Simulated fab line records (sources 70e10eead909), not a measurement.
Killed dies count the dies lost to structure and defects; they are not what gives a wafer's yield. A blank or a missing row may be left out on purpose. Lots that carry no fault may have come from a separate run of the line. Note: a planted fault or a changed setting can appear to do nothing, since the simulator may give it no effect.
Matching of chambers ; flow nandHarc ; NHARC_P_GATE_DESCUM_93 on rieDiel-09 has 4 sister chambers
The step chemistry O2, time 3 s. 14 wafers are shown with their chamber, then 7 later ones without.

## WAFERS PAIRED WITH THEIR CHAMBERS
wafer;chamber;drypumpMotorCurrentA (A);oesProductAu (a.u.);throttleValvePct (%)
L076.2;2;5.9;1.008;11.324
L076.3;3;6.3;1.001;11.299
L076.4;1;5.9;0.997;11.330
L078.4;0;5.6;1.001;11.302
L078.5;3;6.4;0.998;11.323
L078.6;2;5.9;1.014;11.303
L081.1;0;5.6;1.001;11.306
L081.3;3;6.3;1.004;11.339
L081.6;2;5.9;1.017;11.308
L085.2;2;5.9;1.018;11.321
L085.4;1;5.8;1.001;11.317
L085.5;1;5.8;1.008;11.314
L086.1;1;5.8;0.994;11.313
L086.2;2;5.9;1.023;11.317

SIGNATURES (averages over the wafers above)
reading;chamber 0;chamber 1;chamber 2;chamber 3;scatter within a chamber
drypumpMotorCurrentA;5.600;5.825;5.900;6.333;0.0376
oesProductAu;1.00100;1.00000;1.01600;1.00100;0.005
throttleValvePct;11.30400;11.31850;11.31460;11.32033;0.0115
Rule: for each reading, subtract the chamber's mean from the wafer's reading, divide by that reading's scatter and square the result; add these up over the readings and take the root, which gives the wafer's distance from the chamber. If the next closest chamber is less than 2 further off than the closest, the wafer can't be placed; otherwise it belongs to the closest. The scatter: the root of (the sum of the squares of (reading less its chamber's mean) over the shown wafers, divided by (wafers less chambers)).

## WAFERS MISSING THEIR CHAMBER
wafer;drypumpMotorCurrentA (A);oesProductAu (a.u.);throttleValvePct (%)
L086.3;5.6;0.995;11.295
L087.4;5.6;0.987;11.314
L087.5;5.6;0.987;11.292
L087.6;6.3;0.993;11.302
L091.1;5.6;1.007;11.294
L091.2;6.4;0.999;11.300
L091.5;6.4;0.999;11.313

## WHICH CHAMBER EACH ONE RAN IN
wafer;from the rows above;in truth
L086.3;0;0
L087.4;0;0
L087.5;0;0
L087.6;3;3
L091.1;0;0
L091.2;3;3
L091.5;3;3
Placed correctly: 7 of 7. Not placeable from these rows: 0. Number placed wrongly: 0.
